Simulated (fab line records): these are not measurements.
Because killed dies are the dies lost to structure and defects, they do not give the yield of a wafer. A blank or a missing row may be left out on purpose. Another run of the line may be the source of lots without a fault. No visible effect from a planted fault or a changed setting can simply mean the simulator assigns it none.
Problem report, 8D (eight disciplines) form, completed by code ; flow n5 finfet ; the parts of the form that need people (team, actions taken, sign-off) are left out

1. WHAT IS WRONG
Mean of susceptor temp C at N5_BEOL_M9_ILD_DEP_00: 297.97 C across 6 wafers in 2 lots; on wafers with no fault it is 300.01 C (standard deviation 0.22). Measured from the usual mean, that is -9.3 standard deviations.
The step: deposits SiCOH lowk from DEMS/porogen, target thk 308.51 nm, time 58 s.
Seen first at day 12 02:53 on pecvd-03, wafer L573.2. The record holds 33 wafers of 11 lots with a number at this step. By rule, "out" or "out of limits" means more than 4 standard deviations away from the usual mean. The other wafers with a number count as sound.

2. WHAT IT IS AND WHAT IT IS NOT
question;is;is not
which readings at this step;susceptor temp C;heater power w, rf fwd power W, showerhead plenum p Torr, throttle valve pct
which lots;L573, L574;L566, L567, L568, L572, L580, L583, L584, L588, L589
which wafers of those lots;all that have a number;-
read on which tools;pecvd-03;pecvd-02, pecvd-04
when;from day 12 02:53;"up to then (12 sound wafers); but 15 sound wafers of L580, L583, L584, L588, L589 came after"

3. WHAT RULES OUT EACH SUSPECT
Counting: a tool stays on the suspect list if, at a process step up to the reading, it processed all lots that are out and no sound lot following the first of them.
- pecvd-03 at N5_BEOL_M9_ILD_DEP_00 (deposits SiCOH lowk from DEMS/porogen, target thk 308.51 nm, time 58 s): kept. Every lot that is out went through it, starting with L573 (day 12 02:53), and after that it ran no sound lot; the last sound lot it ran before then is L572 (day 11 16:55). Out on those wafers are its own readings of susceptor temp C.
After counting, what remains is pecvd-03 at N5_BEOL_M9_ILD_DEP_00.

4. THE CAUSE (what the simulator had put in)
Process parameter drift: pecvd-03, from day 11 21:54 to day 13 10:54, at N5_BEOL_M9_ILD_DEP_00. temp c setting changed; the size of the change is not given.
This tool alone remained once counting was done.

5. THE CHAIN OF EFFECTS, in route order
Each row: a reading whose mean over the struck wafers that have a number lies more than 3 standard deviations from the usual. Scope: only readings with a usual standard deviation given in the record; hours: median across lots of the time from each lot's start at the first step in this table that gives one to its start at this step; sigmas: change in usual standard deviations.
hours;step;reading;usual;on struck wafers;change;sigmas
0;N5_BEOL_M9_ILD_DEP_00;susceptor temp C;300.01 C;297.97;-2.04;-9.3
It contains these process steps:
- N5_BEOL_M9_ILD_DEP_00: deposits SiCOH lowk from DEMS/porogen, target thk 308.51 nm, time 58 s.
At these later measuring or inspecting steps, every struck wafer for which the step has a row has a number for every such reading, and none has moved that far: N5_BEOL_M9_THK_MEAS_01.

6. WHAT WOULD HAVE CAUGHT IT SOONER
In this record the first reading out of limits was taken at day 12 02:53, 5 hours after the fault began at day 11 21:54.
